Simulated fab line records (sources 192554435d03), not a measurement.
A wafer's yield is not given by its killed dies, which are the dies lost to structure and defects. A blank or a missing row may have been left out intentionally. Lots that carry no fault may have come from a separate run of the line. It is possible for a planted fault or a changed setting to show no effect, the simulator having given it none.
Which tool is to blame?    flow n5-finfet    66 wafers from 22 lots sampled at 6 of the route's 1938 steps

WHAT THE GAUGES READ, wafer by wafer
The record holds no reading of a measuring or inspecting step that can be judged against a usual standard deviation.

EACH LOT AND THE TOOL THAT RAN IT (in order: tool; ch and the chambers of the sampled wafers; start)
lot   N5_BEOL_M1_TRENCH_ETCH_37                      N5_BEOL_M1_STRIP_97                            N5_BEOL_M1_SPUTTER_81         N5_BEOL_M1_SPUTTER_92         N5_BEOL_M1_CMP_52              N5_BEOL_M2_ILD_DEP_00
L074  rie-diel-06 ch 1,2,3, day 6 11:59 or earlier   rie-diel-06 ch 1,2,3, day 6 11:59 or earlier   pvd-sputter-01, day 6 11:59   pvd-sputter-01, day 6 12:52   cmp-01 ch 0,1,3, day 6 13:50   pecvd-03 ch 0,2, day 6 14:25
L075  rie-diel-01 ch 0,1,2, day 7 02:02 or earlier   rie-diel-01 ch 0,1,2, day 7 02:02 or earlier   pvd-sputter-03, day 7 02:02   pvd-sputter-03, day 7 02:55   cmp-04 ch 0,2, day 7 03:51     pecvd-04 ch 1,2, day 7 04:28
L076  rie-diel-06 ch 0,1, day 7 10:03 or earlier     rie-diel-06 ch 0,1, day 7 10:03 or earlier     pvd-sputter-03, day 7 10:03   pvd-sputter-03, day 7 10:56   cmp-01 ch 1,2, day 7 11:52     pecvd-01 ch 0,2, day 7 12:31
L077  rie-diel-04 ch 1,2,3, day 7 10:09 or earlier   rie-diel-04 ch 1,2,3, day 7 10:09 or earlier   pvd-sputter-01, day 7 10:09   pvd-sputter-01, day 7 11:08   cmp-01 ch 0,2, day 7 12:05     pecvd-03 ch 1,2, day 7 12:43
L078  rie-diel-04 ch 0,3, day 7 12:57 or earlier     rie-diel-04 ch 0,3, day 7 12:57 or earlier     pvd-sputter-03, day 7 12:57   pvd-sputter-03, day 7 13:50   cmp-04 ch 0,1,3, day 7 14:46   pecvd-04 ch 1,2, day 7 15:23
L079  rie-diel-06 ch 0,1,2, day 7 13:19 or earlier   rie-diel-06 ch 0,1,2, day 7 13:19 or earlier   pvd-sputter-01, day 7 13:19   pvd-sputter-01, day 7 14:11   cmp-01 ch 0,1,2, day 7 15:07   pecvd-04 ch 0,1, day 7 15:45
L080  rie-diel-01 ch 0,1,2, day 7 23:06 or earlier   rie-diel-01 ch 0,1,2, day 7 23:06 or earlier   pvd-sputter-01, day 7 23:06   pvd-sputter-01, day 7 23:59   cmp-01 ch 0,1, day 8 00:55     pecvd-03 ch 0,1, day 8 01:32
L081  rie-diel-01 ch 0,1,2, day 8 03:26 or earlier   rie-diel-01 ch 0,1,2, day 8 03:26 or earlier   pvd-sputter-03, day 8 03:26   pvd-sputter-03, day 8 04:19   cmp-01 ch 0,1,3, day 8 05:18   pecvd-04 ch 1,2, day 8 05:55
L082  rie-diel-06 ch 1,2,3, day 8 06:43 or earlier   rie-diel-06 ch 1,2,3, day 8 06:43 or earlier   pvd-sputter-02, day 8 06:43   pvd-sputter-02, day 8 07:35   cmp-01 ch 1,2,3, day 8 08:32   pecvd-03 ch 0,1,2, day 8 09:08
L083  rie-diel-01 ch 0,1,2, day 8 19:05 or earlier   rie-diel-01 ch 0,1,2, day 8 19:05 or earlier   pvd-sputter-01, day 8 19:05   pvd-sputter-01, day 8 19:58   cmp-03 ch 0,1,3, day 8 20:56   pecvd-01 ch 1,2, day 8 21:33
L084  rie-diel-01 ch 1,2,3, day 8 21:33 or earlier   rie-diel-01 ch 1,2,3, day 8 21:33 or earlier   pvd-sputter-03, day 8 21:33   pvd-sputter-03, day 8 22:26   cmp-03 ch 1,2, day 8 23:22     pecvd-01 ch 0,2, day 8 23:59
L087  rie-diel-01 ch 0,3, day 9 13:19 or earlier     rie-diel-01 ch 0,3, day 9 13:19 or earlier     pvd-sputter-03, day 9 13:19   pvd-sputter-03, day 9 14:11   cmp-01 ch 0,2, day 9 15:34     pecvd-04 ch 1,2, day 9 16:08
L085  rie-diel-01 ch 0,2,3, day 9 18:52 or earlier   rie-diel-01 ch 0,2,3, day 9 18:52 or earlier   pvd-sputter-03, day 9 18:52   pvd-sputter-03, day 9 19:45   cmp-04 ch 0,2, day 9 20:43     pecvd-03 ch 0,1,2, day 9 21:18
L088  rie-diel-04 ch 1,3, day 9 22:23 or earlier     rie-diel-04 ch 1,3, day 9 22:23 or earlier     pvd-sputter-03, day 9 22:23   pvd-sputter-03, day 9 23:16   cmp-04 ch 1,2, day 10 00:13    pecvd-01 ch 0,2, day 10 00:50
L089  rie-diel-04 ch 0,2,3, day 10 11:20 or earlier  rie-diel-04 ch 0,2,3, day 10 11:20 or earlier  pvd-sputter-02, day 10 11:20  pvd-sputter-02, day 10 12:13  cmp-01 ch 0,1,2, day 10 13:18  pecvd-03 ch 0,2, day 10 13:58
L090  rie-diel-01 ch 0,1,2, day 10 13:03 or earlier  rie-diel-01 ch 0,1,2, day 10 13:03 or earlier  pvd-sputter-01, day 10 13:03  pvd-sputter-01, day 10 13:56  cmp-01 ch 0,1, day 10 15:35    pecvd-01 ch 0,1,2, day 10 16:13
L091  rie-diel-04 ch 0,3, day 11 06:59 or earlier    rie-diel-04 ch 0,3, day 11 06:59 or earlier    pvd-sputter-01, day 11 06:59  pvd-sputter-01, day 11 07:52  cmp-01 ch 1,2, day 11 08:51    pecvd-01 ch 0,1,2, day 11 09:27
L092  rie-diel-06 ch 1,2,3, day 11 08:49 or earlier  rie-diel-06 ch 1,2,3, day 11 08:49 or earlier  pvd-sputter-01, day 11 08:49  pvd-sputter-01, day 11 09:42  cmp-04 ch 0,1,3, day 11 10:44  pecvd-01 ch 0,1, day 11 11:16
L093  rie-diel-06 ch 0,2,3, day 11 11:37 or earlier  rie-diel-06 ch 0,2,3, day 11 11:37 or earlier  pvd-sputter-02, day 11 11:37  pvd-sputter-02, day 11 12:29  cmp-01 ch 0,1,2, day 11 13:31  pecvd-01 ch 1,2, day 11 14:05
L095  rie-diel-04 ch 0,1,3, day 11 20:17 or earlier  rie-diel-04 ch 0,1,3, day 11 20:17 or earlier  pvd-sputter-03, day 11 20:17  pvd-sputter-03, day 11 21:10  cmp-01 ch 1,2, day 11 22:08    pecvd-01 ch 0,1, day 11 22:43
L096  rie-diel-04 ch 1,2,3, day 12 06:46 or earlier  rie-diel-04 ch 1,2,3, day 12 06:46 or earlier  pvd-sputter-02, day 12 06:46  pvd-sputter-02, day 12 07:39  cmp-03 ch 0,1,3, day 12 08:35  pecvd-04 ch 0,2, day 12 09:12
L097  rie-diel-06 ch 2,3, day 12 08:22 or earlier    rie-diel-06 ch 2,3, day 12 08:22 or earlier    pvd-sputter-01, day 12 08:22  pvd-sputter-01, day 12 09:15  cmp-03 ch 1,2,3, day 12 10:13  pecvd-03 ch 0,1, day 12 10:48
- N5_BEOL_M1_TRENCH_ETCH_37: etches SiOC in C4F6/O2, target depth 55.207 nm, time 29 s.
- N5_BEOL_M1_STRIP_97: strips in N2/H2, time 10 s.
- N5_BEOL_M1_SPUTTER_81: material Cu, target thk 4.5 nm, time 8.29 s.
- N5_BEOL_M1_SPUTTER_92: material Cu, target thk 4.5 nm, time 8.29 s.
- N5_BEOL_M1_CMP_52: polishes, stops on SiOC, t overpolish 6.8 s, target thk 40 nm.
- N5_BEOL_M2_ILD_DEP_00: deposits SiOC from DEMS/O2, target thk 79 nm, time 15.3 s.

WHAT THE TOOLS THEMSELVES READ (means of the sampled wafers that have a number; where no wafer has one, the mark that the record gives instead)
N5_BEOL_M1_TRENCH_ETCH_37.
lot   tool         chamber-pressure-mTorr (mTorr)  drypump-motor-current-A (A)  oes-product-au (a.u.)  rf-vpp-V (V)  showerhead-plenum-p-Torr (Torr)  throttle-valve-pct (%)
L074  rie-diel-06  29.976                          5.6                          0.72                   674           2.82                             21.10
L075  rie-diel-01  29.988                          5.7                          0.82                   662           2.85                             20.77
L076  rie-diel-06  29.994                          5.9                          0.87                   668           2.88                             20.71
L077  rie-diel-04  30.035                          6.0                          0.82                   671           2.88                             20.87
L078  rie-diel-04  30.011                          5.7                          0.93                   671           2.94                             20.63
L079  rie-diel-06  29.989                          5.9                          0.89                   673           2.89                             20.80
L080  rie-diel-01  29.983                          5.7                          0.81                   662           2.84                             20.79
L081  rie-diel-01  29.971                          5.7                          0.81                   662           2.84                             20.79
L082  rie-diel-06  29.978                          5.5                          0.81                   674           2.82                             20.98
L083  rie-diel-01  29.993                          5.7                          0.81                   663           2.84                             20.80
L084  rie-diel-01  30.028                          5.7                          0.84                   664           2.81                             20.75
L087  rie-diel-01  30.019                          5.4                          0.90                   663           2.84                             20.59
L085  rie-diel-01  29.968                          5.2                          0.83                   665           2.82                             20.72
L088  rie-diel-04  30.021                          5.9                          0.80                   669           2.94                             20.86
L089  rie-diel-04  30.003                          5.8                          0.85                   671           2.89                             20.78
L090  rie-diel-01  30.006                          5.7                          0.79                   661           2.83                             20.82
L091  rie-diel-04  29.999                          5.7                          0.88                   671           2.93                             20.65
L092  rie-diel-06  30.019                          5.6                          0.77                   673           2.81                             21.03
L093  rie-diel-06  29.995                          6.0                          0.82                   670           2.83                             20.94
L095  rie-diel-04  29.979                          5.7                          0.84                   671           2.95                             20.78
L096  rie-diel-04  29.988                          6.0                          0.78                   670           2.86                             20.91
L097  rie-diel-06  29.976                          5.6                          0.76                   670           2.77                             21.13

N5_BEOL_M1_STRIP_97.
lot   tool         chamber-pressure-mTorr (mTorr)  drypump-motor-current-A (A)  n2-flow-sccm (sccm)  oes-product-au (a.u.)  rf-vpp-V (V)  showerhead-plenum-p-Torr (Torr)  throttle-valve-pct (%)
L074  rie-diel-06  20.013                          5.5                          200.3                0.72                   58.7          2.51                             23.94
L075  rie-diel-01  20.015                          5.7                          200.5                0.82                   59.0          2.53                             23.57
L076  rie-diel-06  19.996                          5.8                          200.7                0.87                   59.3          2.57                             23.60
L077  rie-diel-04  19.987                          6.0                          200.0                0.83                   59.6          2.56                             23.74
L078  rie-diel-04  19.992                          5.7                          201.3                0.93                   59.5          2.63                             23.45
L079  rie-diel-06  19.992                          5.9                          200.0                0.89                   59.5          2.57                             23.67
L080  rie-diel-01  19.997                          5.7                          200.1                0.82                   59.1          2.53                             23.58
L081  rie-diel-01  20.021                          5.7                          199.4                0.81                   58.5          2.53                             23.57
L082  rie-diel-06  20.003                          5.5                          200.3                0.81                   58.8          2.51                             23.83
L083  rie-diel-01  20.012                          5.7                          200.2                0.81                   59.0          2.53                             23.60
L084  rie-diel-01  19.991                          5.7                          200.1                0.84                   59.8          2.50                             23.53
L087  rie-diel-01  20.001                          5.4                          200.1                0.89                   59.6          2.52                             23.36
L085  rie-diel-01  20.025                          5.3                          199.4                0.84                   58.5          2.50                             23.48
L088  rie-diel-04  20.010                          5.9                          199.9                0.80                   58.1          2.63                             23.66
L089  rie-diel-04  19.999                          5.8                          199.3                0.84                   58.6          2.57                             23.65
L090  rie-diel-01  20.010                          5.7                          200.4                0.79                   59.2          2.52                             23.60
L091  rie-diel-04  20.003                          5.7                          199.6                0.88                   59.8          2.62                             23.48
L092  rie-diel-06  19.989                          5.5                          200.1                0.77                   57.7          2.50                             23.86
L093  rie-diel-06  19.990                          6.0                          199.9                0.83                   58.0          2.53                             23.85
L095  rie-diel-04  20.018                          5.7                          200.5                0.84                   59.0          2.64                             23.56
L096  rie-diel-04  20.009                          6.0                          199.5                0.79                   60.0          2.55                             23.77
L097  rie-diel-06  19.996                          5.6                          200.1                0.76                   59.3          2.46                             23.99

N5_BEOL_M1_SPUTTER_81.
lot   tool            throttle-valve-pct (%)
L074  pvd-sputter-01  30.1
L075  pvd-sputter-03  30.3
L076  pvd-sputter-03  31.2
L077  pvd-sputter-01  30.6
L078  pvd-sputter-03  31.9
L079  pvd-sputter-01  30.5
L080  pvd-sputter-01  30.4
L081  pvd-sputter-03  30.0
L082  pvd-sputter-02  29.3
L083  pvd-sputter-01  30.6
L084  pvd-sputter-03  30.5
L087  pvd-sputter-03  31.3
L085  pvd-sputter-03  31.3
L088  pvd-sputter-03  31.2
L089  pvd-sputter-02  29.6
L090  pvd-sputter-01  30.3
L091  pvd-sputter-01  30.5
L092  pvd-sputter-01  30.5
L093  pvd-sputter-02  29.4
L095  pvd-sputter-03  31.1
L096  pvd-sputter-02  29.4
L097  pvd-sputter-01  30.8

N5_BEOL_M1_SPUTTER_92.
lot   tool            throttle-valve-pct (%)
L074  pvd-sputter-01  30.2
L075  pvd-sputter-03  30.2
L076  pvd-sputter-03  31.1
L077  pvd-sputter-01  30.6
L078  pvd-sputter-03  31.9
L079  pvd-sputter-01  30.5
L080  pvd-sputter-01  30.4
L081  pvd-sputter-03  30.0
L082  pvd-sputter-02  29.5
L083  pvd-sputter-01  30.5
L084  pvd-sputter-03  30.5
L087  pvd-sputter-03  31.2
L085  pvd-sputter-03  31.1
L088  pvd-sputter-03  31.3
L089  pvd-sputter-02  29.6
L090  pvd-sputter-01  30.4
L091  pvd-sputter-01  30.4
L092  pvd-sputter-01  30.7
L093  pvd-sputter-02  29.4
L095  pvd-sputter-03  31.2
L096  pvd-sputter-02  29.5
L097  pvd-sputter-01  30.8

N5_BEOL_M1_CMP_52.
lot   tool    barrier-field-endpoint-s (s)  clearing-platen-down-force-psi (psi)  head-pressure-psi (psi)  motor-current-A (A)  overpolish-run-s (s)  time-to-endpoint-s (s)
L074  cmp-01  25.4                          1.5001                                0.9998                   6.4                  6.798                 66.6
L075  cmp-04  25.5                          1.4992                                1.0004                   5.6                  6.804                 64.4
L076  cmp-01  24.8                          1.5019                                1.0002                   6.1                  6.804                 62.2
L077  cmp-01  25.3                          1.4995                                0.9988                   6.0                  6.803                 65.8
L078  cmp-04  25.7                          1.5028                                1.0021                   6.2                  6.805                 65.1
L079  cmp-01  25.4                          1.5005                                0.9999                   6.3                  6.794                 68.3
L080  cmp-01  25.2                          1.5000                                1.0014                   6.2                  6.804                 67.8
L081  cmp-01  25.0                          1.5048                                1.0010                   6.1                  6.813                 61.8
L082  cmp-01  25.0                          1.5014                                1.0018                   6.3                  6.799                 63.5
L083  cmp-03  24.8                          1.4966                                0.9988                   5.7                  6.793                 63.9
L084  cmp-03  24.9                          1.5011                                0.9992                   6.4                  6.801                 64.4
L087  cmp-01  24.7                          1.4989                                1.0004                   6.0                  6.794                 64.3
L085  cmp-04  24.7                          1.4978                                1.0001                   6.0                  6.797                 60.1
L088  cmp-04  24.5                          1.5007                                0.9999                   5.4                  6.810                 62.5
L089  cmp-01  25.1                          1.4976                                1.0007                   6.2                  6.796                 63.2
L090  cmp-01  24.7                          1.5020                                0.9982                   6.4                  6.798                 61.9
L091  cmp-01  25.5                          1.5000                                1.0006                   6.1                  6.805                 63.9
L092  cmp-04  25.0                          1.5012                                1.0012                   6.4                  6.796                 62.2
L093  cmp-01  25.3                          1.5017                                0.9979                   6.2                  6.801                 66.2
L095  cmp-01  25.0                          1.4996                                1.0002                   6.1                  6.802                 62.8
L096  cmp-03  24.3                          1.4990                                0.9989                   5.6                  6.796                 61.3
L097  cmp-03  25.7                          1.5017                                0.9990                   5.8                  6.803                 64.6

N5_BEOL_M2_ILD_DEP_00.
lot   tool      heater-power-w (W)  showerhead-plenum-p-Torr (Torr)  showerhead-vpp-V (V)  throttle-valve-pct (%)
L074  pecvd-03  512                 5.691                            1400                  11.9
L075  pecvd-04  386                 5.682                            1520                  11.9
L076  pecvd-01  621                 5.712                            1410                  12.3
L077  pecvd-03  503                 5.685                            1429                  12.1
L078  pecvd-04  403                 5.676                            1531                  11.9
L079  pecvd-04  392                 5.680                            1450                  12.2
L080  pecvd-03  501                 5.698                            1441                  12.3
L081  pecvd-04  392                 5.680                            1531                  11.9
L082  pecvd-03  538                 5.696                            1410                  12.2
L083  pecvd-01  588                 5.715                            1463                  12.7
L084  pecvd-01  682                 5.719                            1431                  12.4
L087  pecvd-04  393                 5.677                            1538                  12.0
L085  pecvd-03  495                 5.696                            1420                  12.1
L088  pecvd-01  619                 5.728                            1413                  12.4
L089  pecvd-03  463                 5.697                            1411                  12.2
L090  pecvd-01  572                 5.710                            1417                  12.5
L091  pecvd-01  565                 5.709                            1437                  12.8
L092  pecvd-01  472                 5.696                            1438                  12.9
L093  pecvd-01  521                 5.709                            1451                  13.0
L095  pecvd-01  436                 5.693                            1425                  13.1
L096  pecvd-04  546                 5.681                            1378                  11.9
L097  pecvd-03  459                 5.688                            1437                  12.3

THE ANSWER, worked out from the rows above alone
Rule: usual is defined by the lots themselves. The widest of any qualifying gaps counts: lots, ordered by their means at a reading, are off when they make up no more than a third of the lots, leave a main group of 4 or more, and stand apart from it by 3 or more times the standard deviation of that group's means. A main group is skipped when, at the precision printed for the reading in the tables above, its means are all equal. Also off: a lot with no number at a reading for which 4 or more lots have one. Where the step has rows for the other lots, those lots are counted as sound. After the gauges, taken in route order, come the tools' own readings; for these a lot's mean is taken, as printed above. At the first step where some lot is off, the reading lying furthest off is the one used; lots without a number count as furthest.
No lot is off at any reading shown: from this, nothing can be told.

WHAT HAD BEEN PUT IN BY THE SIMULATOR
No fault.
